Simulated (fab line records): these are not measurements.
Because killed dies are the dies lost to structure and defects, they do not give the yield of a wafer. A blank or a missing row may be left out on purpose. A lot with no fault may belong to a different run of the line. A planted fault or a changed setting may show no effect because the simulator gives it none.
fab line records ; flow n5_finfet
record lots=4; wafers=12; last_day=17
route steps=1938 shown BEOL_M0_SAQP@674 BEOL_M0_CUTY@701 BEOL_M0@715 BEOL_M4@1111 PASSIVATION@1936
lots untouched by any fault: they come from a run of this same line in which no faults occurred
start_h: hours from the record's opening day to when the first of the lot's shown wafers began ; wait_h: hours elapsed since this lot's preceding step ; " same as the row above ; L1.1+2: a single row standing in for several wafers ; - value missing, or start not given ; * or withheld: withheld ; < > ~ a bound
route shown NAME@n: a module of which the file shows steps, and the number in the route of the first ; usual: average and standard deviation across the fault-free wafers ; same: alike in all rows ; chamber/n: place in a boat ; sites: readings site by site ; _std_site: standard deviation across them ; _edge_site: inner sites' mean taken away from outer sites' mean ; radius_mm: for every site, how far away it sits from the centre of the wafer ; mask NAME#n: copy n ; behind: the last tool/chamber to shape the wafer ; hold: cause of the lot's hold/its duration in hours/its outcome ; device: whichever transistor did not switch (one of n, p or np) ; end of line: the same wafers' tests at the end of the route ; step lacking rows: just its recipe ; killed: count of dies lost to structure and defects at first sort (not the wafer's yield) ; map: a wafer's dies, x killed, . not, _ none there
set.NAME: the run value of the setting; set.NAME@STEP: its run value at that earlier step ; model.NAME: the simulator's own value behind a step, which no gauge read
lots at selected steps of the route; one table per step, one row per wafer
services: the hour from which a tool's chamber was out of use, counted from the record's first day as start_h (under 0 if before that day), plus the number of hours and why
## steps
# step N5_BEOL_M0_SAQP_STRIP_108
# recipe chemistry=N2/H2; power_w=500; temp_c=40; pressure_mtorr=50; rf_frequency_hz=6e+07; overash_fraction=0.3; bias_power_w=28; h2_frac=0.5; n2_flow_sccm=300; h2_flow_sccm=300
# step N5_BEOL_M0_SAQP_RECESS_109
# recipe chemistry=HF/NH3; target=SiO2; target_depth_a=30; afs_cycles=1; temp_c=30; sublimation_temp_c=180; sublimation_time_s=60
# step N5_BEOL_M0_SAQP_SPACER2_ALD_26
# recipe material=SiO2; target_thk_a=150; temp_c=300; ald_precursor_family=BDEAS; ald_co_reactant=O2-plasma; pulse_time_s=1; purge_time_s=2; co_reactant_purge_time_s=2; pressure_torr=2
# step N5_BEOL_M0_SAQP_SPACER2_ETCHBACK_27
# recipe chemistry=CHF3/O2; mode=anisotropic_etchback; target=SiO2; target_depth_a=225; time_s=11.25; pressure_mtorr=30; source_w=650; bias_w=170; Ar_flow_sccm=200; CHF3_flow_sccm=50; O2_flow_sccm=5; ion_energy_ev=200
# step N5_BEOL_M0_SAQP_MANDREL2_REMOVE_110
# recipe chemistry=HBr/Cl2/O2; bt_time_s=10; target=a-Si; stop_on=SiCN; endpoint=OES-SiCl; over_etch_frac=1; icp_w=600; bias_w=30; HBr_flow_sccm=150; Cl2_flow_sccm=80; O2_flow_sccm=5; pressure_mtorr=10
# step N5_BEOL_M0_SAQP_COAT_69
# recipe resist=SOC; temp_c=250; time_s=60; spin_rpm=1500; resist_thk_nm=90
# step N5_BEOL_M0_SAQP_COAT_72
# recipe resist=SiARC; temp_c=220; time_s=60; spin_rpm=1500; resist_thk_nm=15
# step N5_BEOL_M0_SAQP_COAT_87
# recipe resist=underlayer; temp_c=205; time_s=60; spin_rpm=1500; resist_thk_nm=5
# step N5_BEOL_M0_SAQP_COAT_34
# recipe resist=CAR-EUV; spin_rpm=1500; resist_thk_nm=30
# step N5_BEOL_M0_SAQP_EBR_36
# recipe solvent=PGMEA; ebr_width_mm=1.5
# step N5_BEOL_M0_SAQP_SOFTBAKE_35
# recipe temp_c=110; time_s=60; resist=CAR-EUV
# step N5_BEOL_M0_SAQP_EXPOSE_37
# recipe mask_id=M0_CUT1; na=0.33; source_shape=annular; sigma_inner=0.35; sigma_outer=0.8; polarization=unpolarized; target_cd_nm=30; dose_mj=44.75
# usual exposure_dose_mJ_cm2=44.68/0.05
# same sigma_outer=0.8
lot.wafer;tool;chamber;start_h;wait_h;mask;exposure_dose_mJ_cm2
L698.4;euv_scanner-02;0;176.68;-;M0_CUT1#0;44.68
L698.5;euv_scanner-02;0;176.68;-;M0_CUT1#0;44.64
L698.6;euv_scanner-02;0;176.68;-;M0_CUT1#0;44.72
L699.1;euv_scanner-02;0;187.07;-;M0_CUT1#0;44.75
L699.2;euv_scanner-02;0;187.07;-;M0_CUT1#0;44.78
L699.4;euv_scanner-02;0;187.07;-;M0_CUT1#0;44.78
L703.1;euv_scanner-02;0;205.70;-;M0_CUT1#0;44.68
L703.2;euv_scanner-02;0;205.70;-;M0_CUT1#0;44.66
L703.6;euv_scanner-02;0;205.70;-;M0_CUT1#0;44.75
L709.1;euv_scanner-01;0;241.03;-;M0_CUT1#0;44.60
L709.3;euv_scanner-01;0;241.03;-;M0_CUT1#0;44.65
L709.4;euv_scanner-01;0;241.03;-;M0_CUT1#0;44.65
# step N5_BEOL_M0_SAQP_PEB_38
# recipe peb_temp_c=100; peb_time_s=60; resist=CAR-EUV
# step N5_BEOL_M0_SAQP_DEVELOP_39
# recipe develop_time_s=30; developer=TMAH; resist=CAR-EUV; rinse_liquid=surfactant_rinse; dry=air_spin; dev_temp_c=23
# step N5_BEOL_M0_SAQP_CD_MEAS_40
# recipe target_cd_nm=30; landing_energy_ev=500; detector=se_inlens
# usual cd_nm=30.05/0.23
lot.wafer;tool;chamber;start_h;wait_h;cd_nm
L698.4;cd_sem-01;0;176.80;-;30.11
L698.5;cd_sem-01;0;176.80;-;29.60
L698.6;cd_sem-01;0;176.80;-;30.09
L699.1;cd_sem-01;0;187.20;-;19.44
L699.2;cd_sem-01;0;187.20;-;19.58
L699.4;cd_sem-01;0;187.20;-;29.73
L703.1;cd_sem-02;0;205.83;-;19.37
L703.2;cd_sem-02;0;205.83;-;18.80
L703.6;cd_sem-02;0;205.83;-;30.06
L709.1;cd_sem-02;0;241.17;-;29.93
L709.3;cd_sem-02;0;241.17;-;30.00
L709.4;cd_sem-02;0;241.17;-;29.72
# step N5_BEOL_M0_SAQP_DESCUM_45
# recipe chemistry=O2; time_s=7; source_power_w=50; bias_power_w=20; pressure_mtorr=20; rf_frequency_hz=2.712e+07; temp_c=40; resist=CAR-EUV; o2_flow_sccm=225
# usual drypump_motor_current_A=5.8/0.44; oes_product_au=0.80/0.066; rf_vpp_V=243.0/1.4; showerhead_plenum_p_Torr=2.09/0.069; throttle_valve_pct=20.41/0.19
lot.wafer;tool;chamber;start_h;wait_h;drypump_motor_current_A;oes_product_au;rf_hours_counter_h;rf_vpp_V;showerhead_plenum_p_Torr;throttle_valve_pct;model.BEOL_M0_SAQP.cd_nm
L698.4;rie_diel-05;2;176.92;0.0;5.3;0.80;108;244.1;2.11;20.62;30.2
L698.5;rie_diel-05;2;176.92;0.0;5.3;0.80;-;243.0;2.11;20.63;29.8
L698.6;rie_diel-05;1;176.92;0.0;6.1;0.80;-;242.0;2.03;20.54;30.2
L699.1;rie_diel-01;2;187.33;0.0;5.2;0.80;104;241.8;2.04;20.59;19.4
L699.2;rie_diel-01;3;187.33;0.0;6.0;0.78;150;242.2;2.09;20.28;19.6
L699.4;rie_diel-01;3;187.33;0.0;6.0;0.78;-;242.2;2.09;20.30;30
L703.1;rie_diel-01;1;206.61;0.7;6.3;0.83;70;242.4;2.02;20.07;19.2
L703.2;rie_diel-01;2;206.61;0.7;5.1;0.79;113;243.0;2.03;20.60;18.8
L703.6;rie_diel-01;1;206.61;0.7;6.3;0.82;-;243.3;2.02;20.07;30
L709.1;rie_diel-04;2;241.49;0.2;5.6;0.89;30;245.2;2.22;20.06;30.2
L709.3;rie_diel-04;1;241.49;0.2;5.8;0.83;68;243.8;2.21;20.49;30
L709.4;rie_diel-04;0;241.49;0.2;5.2;0.75;175;242.5;2.08;20.36;30
# step N5_BEOL_M0_SAQP_ETCH_88
# recipe chemistry=N2/H2; target=underlayer; target_depth_a=65; time_s=5.2; ion_energy_ev=200; mask_material=CAR-EUV; pressure_mtorr=30; source_w=840; bias_w=150; n2_flow_sccm=200; h2_flow_sccm=200; ends=cleared
# step N5_BEOL_M0_SAQP_ETCH_73
# recipe chemistry=CF4; target=SiARC; target_depth_a=195; mask_material=CAR-EUV; time_s=32.5; ion_energy_ev=80; pressure_mtorr=40; source_w=545; bias_w=36; Ar_flow_sccm=100; cf4_flow_sccm=100; ends=cleared
# step N5_BEOL_M0_SAQP_CUT_ETCH_46
# recipe chemistry=N2/H2; target=SOC; target_depth_a=1350; overetch_a=270; temp_c=40; time_s=202.5; ion_energy_ev=200; mask_material=SiARC; pressure_mtorr=30; source_w=840; bias_w=150; n2_flow_sccm=200; h2_flow_sccm=200
# step N5_BEOL_M0_SAQP_STRIP_74
# recipe chemistry=N2/H2; temp_c=40; n2_flow_sccm=200; h2_flow_sccm=200; rf_frequency_hz=6e+07
# step N5_BEOL_M0_SAQP_STRIP_89
# recipe chemistry=N2/H2; temp_c=40; n2_flow_sccm=200; h2_flow_sccm=200; rf_frequency_hz=6e+07
# step N5_BEOL_M0_SAQP_ALD_48
# recipe material=SiO2; target_thk_a=200; temp_c=100; ald_precursor_family=BDEAS; ald_co_reactant=O2-plasma; pulse_time_s=1; co_reactant_pulse_time_s=1; purge_time_s=2; co_reactant_purge_time_s=2; ald_cycles=139; pressure_torr=2
# step N5_BEOL_M0_SAQP_ETCH_49
# recipe chemistry=CF4/O2; target_depth_a=370; target=SiO2; pressure_mtorr=40; source_w=535; bias_w=49; Ar_flow_sccm=100; cf4_flow_sccm=100; O2_flow_sccm=10; ion_energy_ev=100
# usual drypump_motor_current_A=5.7/0.4; oes_product_au=0.82/0.075; rf_vpp_V=240/5.1; showerhead_plenum_p_Torr=2.23/0.078; throttle_valve_pct=15.81/0.17
lot.wafer;tool;chamber;start_h;wait_h;drypump_motor_current_A;oes_product_au;rf_hours_counter_h;rf_vpp_V;showerhead_plenum_p_Torr;throttle_valve_pct;model.BEOL_M0_SAQP.cd_nm
L698.4;rie_diel-04;0;178.20;0.4;5.1;0.75;-;234;2.20;15.77;30.8
L698.5;rie_diel-04;2;178.20;0.4;5.6;0.93;-;247;2.35;15.52;30.4
L698.6;rie_diel-04;1;178.20;0.4;5.9;0.85;-;241;2.33;15.84;30.8
L699.1;rie_diel-05;0;188.17;0.3;5.9;0.94;12;244;2.26;15.71;19.8
L699.2;rie_diel-05;2;188.17;0.3;5.3;0.79;111;248;2.21;16.00;19.8
L699.4;rie_diel-05;1;188.17;0.3;6.1;0.79;112;239;2.15;15.99;30.4
L703.1;rie_diel-04;2;207.68;0.3;5.6;0.90;22;245;2.35;15.54;19.4
L703.2;rie_diel-04;3;207.68;0.3;5.7;0.94;6;242;2.34;15.58;18.8
L703.6;rie_diel-04;1;207.68;0.3;5.8;0.84;-;243;2.33;15.85;30
L709.1;rie_diel-04;2;242.39;0.4;5.6;0.89;31;245;2.34;15.55;30.4
L709.3;rie_diel-04;0;242.39;0.4;5.1;0.74;175;233;2.20;15.81;30
L709.4;rie_diel-04;3;242.39;0.4;5.7;0.91;17;243;2.34;15.58;30.4
# step N5_BEOL_M0_SAQP_STRIP_75
# recipe chemistry=CF4; resist=SiARC; power_w=300; bias_power_w=75; pressure_mtorr=50; cf4_flow_sccm=150; rf_frequency_hz=6e+07
# step N5_BEOL_M0_CUTY_COAT_50
# recipe resist=SiARC; temp_c=220; time_s=60; spin_rpm=1500; resist_thk_nm=15
# step N5_BEOL_M0_CUTY_COAT_51
# recipe resist=CAR-ArF-block; spin_rpm=1500; resist_thk_nm=150
# step N5_BEOL_M0_CUTY_EBR_52
# recipe solvent=PGMEA; ebr_width_mm=1.5
# step N5_BEOL_M0_CUTY_SOFTBAKE_53
# recipe temp_c=110; time_s=60; resist=CAR-ArF-block
# step N5_BEOL_M0_CUTY_EXPOSE_54
# recipe mask_id=M0_ABLK; na=1.35; source_shape=conventional; sigma_outer=0.8; polarization=unpolarized; dose_mj=36
# step N5_BEOL_M0_CUTY_PEB_55
# recipe peb_temp_c=110; peb_time_s=60; resist=CAR-ArF-block
# step N5_BEOL_M0_CUTY_DEVELOP_56
# recipe develop_time_s=30; developer=TMAH; resist=CAR-ArF-block; rinse_liquid=diw; dry=air_spin; dev_temp_c=23
# step N5_BEOL_M0_CUTY_DESCUM_61
# recipe chemistry=O2; time_s=7.9; source_power_w=50; bias_power_w=20; pressure_mtorr=20; rf_frequency_hz=2.712e+07; temp_c=40; resist=CAR-ArF-block; o2_flow_sccm=225
# step N5_BEOL_M0_CUTY_ETCH_62
# recipe chemistry=CF4; target=SiARC; mask_material=CAR-ArF-block; time_s=58.5; ion_energy_ev=80; pressure_mtorr=40; source_w=545; bias_w=36; Ar_flow_sccm=100; cf4_flow_sccm=100; ends=cleared
# step N5_BEOL_M0_CUTY_ETCH_63
# recipe chemistry=N2/H2; target=SOC; target_depth_a=827; overetch_a=165; mask_material=SiARC; temp_c=40; ion_energy_ev=200; time_s=124; pressure_mtorr=30; source_w=840; bias_w=150; n2_flow_sccm=200; h2_flow_sccm=200
# step N5_BEOL_M0_CUTY_STRIP_64
# recipe chemistry=N2/H2; temp_c=40; n2_flow_sccm=200; h2_flow_sccm=200; rf_frequency_hz=6e+07
# step N5_BEOL_M0_ETCH_138
# recipe chemistry=CH3F/O2; target_depth_a=120; target=SiCN; time_s=31.6; ion_energy_ev=120; pressure_mtorr=30; source_w=395; bias_w=75; Ar_flow_sccm=150; CH3F_flow_sccm=30; O2_flow_sccm=20; ends=cleared
# step N5_BEOL_M4_RC_MEAS_101
# usual DIBL_N=36.5/1.7; DIBL_P=36.3/2.1; IOFF_N=0.16/0.036; IOFF_P=0.21/0.037; ION_N=676/12; ION_P=462/7.6; SS_N=71.5/0.68; SS_P=73.3/0.63; VT_N=249/3.5; VT_P=-250/3.5
lot.wafer;tool;chamber;start_h;wait_h;DIBL_N[mV/V];DIBL_P[mV/V];IOFF_N[nA/um];IOFF_P[nA/um];ION_N[uA/um];ION_P[uA/um];SS_N[mV/dec];SS_P[mV/dec];VT_N[mV];VT_P[mV]
L698.4;prober-01;0;247.36;0.5;36.9;34.8;0.14;0.15;667;449;71.6;73.0;248;-258
L698.5;prober-01;0;247.36;0.5;37.1;34.9;0.15;0.16;679;454;71.8;73.7;250;-257
L698.6;prober-01;0;247.36;0.5;37.9;37.0;0.17;0.18;687;465;71.7;73.3;250;-257
L699.4;prober-01;0;251.50;0.5;36.1;37.5;0.16;0.19;678;464;71.4;73.5;250;-252
L703.6;prober-01;0;260.36;0.8;35.7;35.6;0.15;0.20;675;455;72.1;73.5;249;-250
L709.1;prober-02;0;310.71;0.0;36.5;37.3;0.16;0.23;685;476;71.7;73.9;247;-249
L709.3;prober-02;0;310.71;0.0;34.3;33.8;0.12;0.19;667;466;70.7;73.0;253;-250
L709.4;prober-02;0;310.71;0.0;37.0;35.8;0.15;0.21;676;469;71.6;72.9;250;-248
# step N5_PASSIVATION_PROBE_49
# usual defect_limited_yield=91.4/1.5; killed_at_M0_to_M3=34/12; killed_at_M4_up=12/4.9; killed_at_contacts=13/7.2; killed_at_front_end=39/12; killed_at_other=3.7/2.9; killed_dies=101/18; killed_on_rim=13/4; killed_open=67/14; killed_short=33/7.2; sort_bin_5_function=5.1/0.97; sort_bin_6_memory=3.2/0.67; sort_n_pass=1079/17; sort_yield_pct=91.4/1.5
# same gross_dies=1180; killed_at_back_side=0; sort_bin_4_leakage[%]=0; sort_bin_8_speed[%]=0
lot.wafer;tool;chamber;start_h;wait_h;defect_limited_yield[%];killed_at_M0_to_M3;killed_at_M4_up;killed_at_contacts;killed_at_front_end;killed_at_other;killed_dies;killed_on_rim;killed_open;killed_short;sort_bin_5_function[%];sort_bin_6_memory[%];sort_n_pass;sort_yield_pct[%]
L698.4;prober-02;-;356.76;0.2;91.7;31;12;17;34;4;98;12;63;33;4.2;3.6;1082;91.7
L698.5;prober-02;-;356.81;0.2;93.7;15;16;18;24;1;74;9;55;18;3.8;2.2;1106;93.7
L698.6;prober-02;-;356.86;0.3;92.5;33;14;16;24;2;89;8;62;26;4.7;2.5;1091;92.5
L699.1;prober-01;-;356.86;0.0;0;1096;7;14;51;12;1180;152;60;43;8.0;3.3;0;0
L699.2;prober-01;-;356.91;0.1;0;1127;13;12;26;2;1180;152;67;30;8.6;2.5;0;0
L699.4;prober-01;-;357.01;0.2;92.7;30;7;11;35;3;86;6;58;27;4.3;2.8;1094;92.7
L703.1;prober-02;-;367.31;0.0;0;1104;20;17;37;2;1180;152;74;29;10.6;2.7;0;0
L703.2;prober-02;-;367.36;0.1;0;1116;19;11;32;2;1180;152;60;39;25.6;2.9;0;0
L703.6;prober-02;-;367.56;0.3;91.0;26;22;18;37;3;106;8;70;35;5.9;2.8;1074;91.0
L709.1;prober-01;-;410.95;0.0;92.5;32;1;14;37;4;88;10;55;32;4.4;3.0;1092;92.5
L709.3;prober-01;-;411.05;0.1;91.0;41;7;20;35;3;106;17;71;32;5.3;3.1;1074;91.0
L709.4;prober-01;-;411.10;0.2;92.0;28;7;21;32;6;94;12;62;32;4.4;3.3;1086;92.0
# killed by level:class
L698.4 MOL_CONTACT_COAG:geometric_particle:open=17 FIN_SAQP:geometric_particle:open=8 BEOL_M0_SAQP:geometric_particle:open=8 BEOL_M0_SAQP:geometric_particle:short=6 BEOL_M1:geometric_particle:open=6 FIN_SAQP:geometric_particle:short=5 BEOL_M4:geometric_particle:open=4 STI_FIN_REVEAL:geometric_particle:open=4
L698.5 MOL_CONTACT_COAG:geometric_particle:open=13 STI_FIN_REVEAL:geometric_particle:open=11 MOL_CONTACT_COAG:geometric_particle:short=5 BEOL_M4:geometric_particle:open=5 BEOL_M5:geometric_particle:open=5 BEOL_M0_SAQP:geometric_particle:open=4 FIN_SAQP:geometric_particle:open=3 GATE_CUT:geometric_particle:short=3
L699.1 BEOL_M0_SAQP:area_expose=1076 FIN_SAQP:geometric_particle:open=18 GATE_CUT:geometric_particle:short=10 MOL_CONTACT_COAG:geometric_particle:open=10 FIN_SAQP:geometric_particle:short=7 GATE_CUT:geometric_particle:open=6 BEOL_M0_SAQP:geometric_particle:short=6 MIM_TOP:geometric_particle:open=5
L698.6 MOL_CONTACT_COAG:geometric_particle:open=14 BEOL_M1:geometric_particle:open=6 BEOL_M0_SAQP:geometric_particle:short=5 BEOL_M3:geometric_particle:open=5 FIN_SAQP:geometric_particle:open=4 STI_FIN_REVEAL:geometric_particle:open=4 DUMMY_GATE:geometric_particle:open=4 BEOL_M0_SAQP:geometric_particle:open=4
L699.2 BEOL_M0_SAQP:area_expose=1082 BEOL_M0_SAQP:geometric_particle:short=16 MOL_CONTACT_COAG:geometric_particle:open=12 BEOL_M0_SAQP:geometric_particle:open=10 BEOL_M3:geometric_particle:open=5 GATE_CUT:geometric_particle:open=5 BEOL_M5:geometric_particle:open=5 STI_FIN_REVEAL:geometric_particle:open=4
L699.4 FIN_SAQP:geometric_particle:open=16 FIN_SAQP:geometric_particle:short=7 MOL_CONTACT_COAG:geometric_particle:open=7 BEOL_M0_SAQP:geometric_particle:short=7 BEOL_M1:geometric_particle:open=6 BEOL_M0_SAQP:geometric_particle:open=6 BEOL_M3:geometric_particle:open=6 MOL_CONTACT_COAG:geometric_particle:short=4
L703.1 BEOL_M0_SAQP:area_expose=1076 MOL_CONTACT_COAG:geometric_particle:open=13 BEOL_M4:geometric_particle:open=11 BEOL_M3:geometric_particle:open=8 BEOL_M2:geometric_particle:open=7 FIN_SAQP:geometric_particle:open=6 STI_FIN_REVEAL:geometric_particle:open=5 FIN_SAQP:geometric_particle:short=4
L703.2 BEOL_M0_SAQP:area_expose=1080 BEOL_M2:geometric_particle:open=11 BEOL_M0_SAQP:geometric_particle:short=7 STI_FIN_REVEAL:geometric_particle:open=6 MOL_CONTACT_COAG:geometric_particle:open=6 BEOL_M0_SAQP:geometric_particle:open=6 BEOL_M4:geometric_particle:open=6 MOL_CONTACT_COAG:geometric_particle:short=5
L703.6 MOL_CONTACT_COAG:geometric_particle:open=14 BEOL_M4:geometric_particle:open=13 DUMMY_GATE:geometric_particle:open=8 FIN_SAQP:geometric_particle:open=7 BEOL_M0_SAQP:geometric_particle:short=7 BEOL_M2:geometric_particle:open=7 FIN_SAQP:geometric_particle:short=6 GATE_CUT:geometric_particle:short=5
L709.1 FIN_SAQP:geometric_particle:open=13 MOL_CONTACT_COAG:geometric_particle:open=11 BEOL_M0_SAQP:geometric_particle:short=8 BEOL_M0_SAQP:geometric_particle:open=8 FIN_SAQP:geometric_particle:short=7 STI_FIN_REVEAL:geometric_particle:open=7 BEOL_M1:geometric_particle:short=5 BEOL_M3:geometric_particle:open=5
L709.3 MOL_CONTACT_COAG:geometric_particle:open=17 STI_FIN_REVEAL:geometric_particle:open=14 BEOL_M1:geometric_particle:open=8 BEOL_M0_SAQP:geometric_particle:short=7 BEOL_M2:geometric_particle:open=7 BEOL_M0_SAQP:geometric_particle:open=6 BEOL_M3:geometric_particle:open=5 STI_FIN_REVEAL:geometric_particle:short=4
L709.4 MOL_CONTACT_COAG:geometric_particle:open=16 BEOL_M3:geometric_particle:open=7 FIN_SAQP:geometric_particle:short=6 STI_FIN_REVEAL:geometric_particle:open=6 FIN_SAQP:geometric_particle:open=5 DUMMY_GATE:geometric_particle:open=5 MOL_CONTACT_COAG:geometric_particle:short=5 BEOL_M1:geometric_particle:open=5
# map L699.1 (x killed, . not)
_________________xxxxxxxxxxxx________________
______________xxxxxxxxxxxxxxxxxx_____________
___________xxxxxxxxxxxxxxxxxxxxxxxx__________
__________xxxxxxxxxxxxxxxxxxxxxxxxxx_________
________xxxxxxxxxxxxxxxxxxxxxxxxxxxxxx_______
_______xxxxxxxxxxxxxxxxxxxxxxxxxxxxxxxx______
______xxxxxxxxxxxxxxxxxxxxxxxxxxxxxxxxxx_____
_____xxxxxxxxxxxxxxxxxxxxxxxxxxxxxxxxxxxx____
____xxxxxxxxxxxxxxxxxxxxxxxxxxxxxxxxxxxxxx___
___xxxxxxxxxxxxxxxxxxxxxxxxxxxxxxxxxxxxxxxx__
___xxxxxxxxxxxxxxxxxxxxxxxxxxxxxxxxxxxxxxxx__
__xxxxxxxxxxxxxxxxxxxxxxxxxxxxxxxxxxxxxxxxxx_
__xxxxxxxxxxxxxxxxxxxxxxxxxxxxxxxxxxxxxxxxxx_
_xxxxxxxxxxxxxxxxxxxxxxxxxxxxxxxxxxxxxxxxxxxx
_xxxxxxxxxxxxxxxxxxxxxxxxxxxxxxxxxxxxxxxxxxxx
_xxxxxxxxxxxxxxxxxxxxxxxxxxxxxxxxxxxxxxxxxxxx
_xxxxxxxxxxxxxxxxxxxxxxxxxxxxxxxxxxxxxxxxxxxx
_xxxxxxxxxxxxxxxxxxxxxxxxxxxxxxxxxxxxxxxxxxxx
_xxxxxxxxxxxxxxxxxxxxxxxxxxxxxxxxxxxxxxxxxxxx
_xxxxxxxxxxxxxxxxxxxxxxxxxxxxxxxxxxxxxxxxxxxx
_xxxxxxxxxxxxxxxxxxxxxxxxxxxxxxxxxxxxxxxxxxxx
__xxxxxxxxxxxxxxxxxxxxxxxxxxxxxxxxxxxxxxxxxx_
__xxxxxxxxxxxxxxxxxxxxxxxxxxxxxxxxxxxxxxxxxx_
___xxxxxxxxxxxxxxxxxxxxxxxxxxxxxxxxxxxxxxxx__
___xxxxxxxxxxxxxxxxxxxxxxxxxxxxxxxxxxxxxxxx__
____xxxxxxxxxxxxxxxxxxxxxxxxxxxxxxxxxxxxxx___
_____xxxxxxxxxxxxxxxxxxxxxxxxxxxxxxxxxxxx____
______xxxxxxxxxxxxxxxxxxxxxxxxxxxxxxxxxx_____
_______xxxxxxxxxxxxxxxxxxxxxxxxxxxxxxxx______
________xxxxxxxxxxxxxxxxxxxxxxxxxxxxxx_______
__________xxxxxxxxxxxxxxxxxxxxxxxxxx_________
___________xxxxxxxxxxxxxxxxxxxxxxxx__________
______________xxxxxxxxxxxxxxxxxx_____________
_________________xxxxxxxxxxxx________________
# map L703.1 (x killed, . not)
_________________xxxxxxxxxxxx________________
______________xxxxxxxxxxxxxxxxxx_____________
___________xxxxxxxxxxxxxxxxxxxxxxxx__________
__________xxxxxxxxxxxxxxxxxxxxxxxxxx_________
________xxxxxxxxxxxxxxxxxxxxxxxxxxxxxx_______
_______xxxxxxxxxxxxxxxxxxxxxxxxxxxxxxxx______
______xxxxxxxxxxxxxxxxxxxxxxxxxxxxxxxxxx_____
_____xxxxxxxxxxxxxxxxxxxxxxxxxxxxxxxxxxxx____
____xxxxxxxxxxxxxxxxxxxxxxxxxxxxxxxxxxxxxx___
___xxxxxxxxxxxxxxxxxxxxxxxxxxxxxxxxxxxxxxxx__
___xxxxxxxxxxxxxxxxxxxxxxxxxxxxxxxxxxxxxxxx__
__xxxxxxxxxxxxxxxxxxxxxxxxxxxxxxxxxxxxxxxxxx_
__xxxxxxxxxxxxxxxxxxxxxxxxxxxxxxxxxxxxxxxxxx_
_xxxxxxxxxxxxxxxxxxxxxxxxxxxxxxxxxxxxxxxxxxxx
_xxxxxxxxxxxxxxxxxxxxxxxxxxxxxxxxxxxxxxxxxxxx
_xxxxxxxxxxxxxxxxxxxxxxxxxxxxxxxxxxxxxxxxxxxx
_xxxxxxxxxxxxxxxxxxxxxxxxxxxxxxxxxxxxxxxxxxxx
_xxxxxxxxxxxxxxxxxxxxxxxxxxxxxxxxxxxxxxxxxxxx
_xxxxxxxxxxxxxxxxxxxxxxxxxxxxxxxxxxxxxxxxxxxx
_xxxxxxxxxxxxxxxxxxxxxxxxxxxxxxxxxxxxxxxxxxxx
_xxxxxxxxxxxxxxxxxxxxxxxxxxxxxxxxxxxxxxxxxxxx
__xxxxxxxxxxxxxxxxxxxxxxxxxxxxxxxxxxxxxxxxxx_
__xxxxxxxxxxxxxxxxxxxxxxxxxxxxxxxxxxxxxxxxxx_
___xxxxxxxxxxxxxxxxxxxxxxxxxxxxxxxxxxxxxxxx__
___xxxxxxxxxxxxxxxxxxxxxxxxxxxxxxxxxxxxxxxx__
____xxxxxxxxxxxxxxxxxxxxxxxxxxxxxxxxxxxxxx___
_____xxxxxxxxxxxxxxxxxxxxxxxxxxxxxxxxxxxx____
______xxxxxxxxxxxxxxxxxxxxxxxxxxxxxxxxxx_____
_______xxxxxxxxxxxxxxxxxxxxxxxxxxxxxxxx______
________xxxxxxxxxxxxxxxxxxxxxxxxxxxxxx_______
__________xxxxxxxxxxxxxxxxxxxxxxxxxx_________
___________xxxxxxxxxxxxxxxxxxxxxxxx__________
______________xxxxxxxxxxxxxxxxxx_____________
_________________xxxxxxxxxxxx________________
## services
tool;chamber;start_h;hours;kind
rie_diel-01;3;154.67;14.1;repair
euv_scanner-02;-;166.41;4.6;pm
rie_diel-04;3;176.15;-;clean
rie_diel-04;3;176.15;-;consumable_replace:focus_ring
rie_diel-04;3;176.15;-;consumable_replace:showerhead
rie_diel-04;3;176.15;12.3;scheduled_down
rie_diel-04;3;176.15;12.3;vent_cycle
euv_scanner-02;-;183.17;1.1;repair
euv_scanner-01;-;187.69;1.0;repair
euv_scanner-01;-;188.90;1.0;pm
euv_scanner-02;-;192.83;1.5;repair
euv_scanner-02;-;196.34;3.4;repair
rie_diel-04;0;202.29;6.5;repair
euv_scanner-02;-;203.80;1.0;pm
rie_diel-05;2;205.97;1.6;repair
rie_diel-05;-;216.89;0.8;repair
euv_scanner-01;0;231.22;-;calibration
rie_diel-04;2;233.69;4.1;repair
## key
first_sign step=N5_BEOL_M0_SAQP_CD_MEAS_40; reading=cd_nm; direction=down; sigmas=48; usual=30.05; struck=19.30
effect step=N5_PASSIVATION_PROBE_49; reading=killed_at_M0_to_M3; direction=up; sigmas=92; usual=34; struck=1111
model_effect step=N5_BEOL_M0_SAQP_DESCUM_45; value=BEOL_M0_SAQP.cd_nm; without=30.05; struck=19.25
model_effect step=N5_BEOL_M0_SAQP_ETCH_49; value=BEOL_M0_SAQP.cd_nm; without=30.25; struck=19.45
more_kills_born_at N5_BEOL_M0_SAQP_EXPOSE_37@euv_scanner-02=4314
met_at N5_BEOL_M0_SAQP_EXPOSE_37
struck_wafers L699.1,L699.2,L703.1,L703.2
later_rows_left_out L699.1,L699.2,L703.1,L703.2
onset_between 176.68 187.07
fault kind=process_parameter_drift; tool=euv_scanner-02; chamber=-; onset_h=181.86; steps=N5_BEOL_M0_SAQP_EXPOSE_37; channel=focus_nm; offset=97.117; shape=step; end_h=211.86; scope=struck_wafers_only
# later_rows_left_out: the simulator's readings of these wafers behind a module that went badly wrong aren't trusted and aren't shown, but for the sort
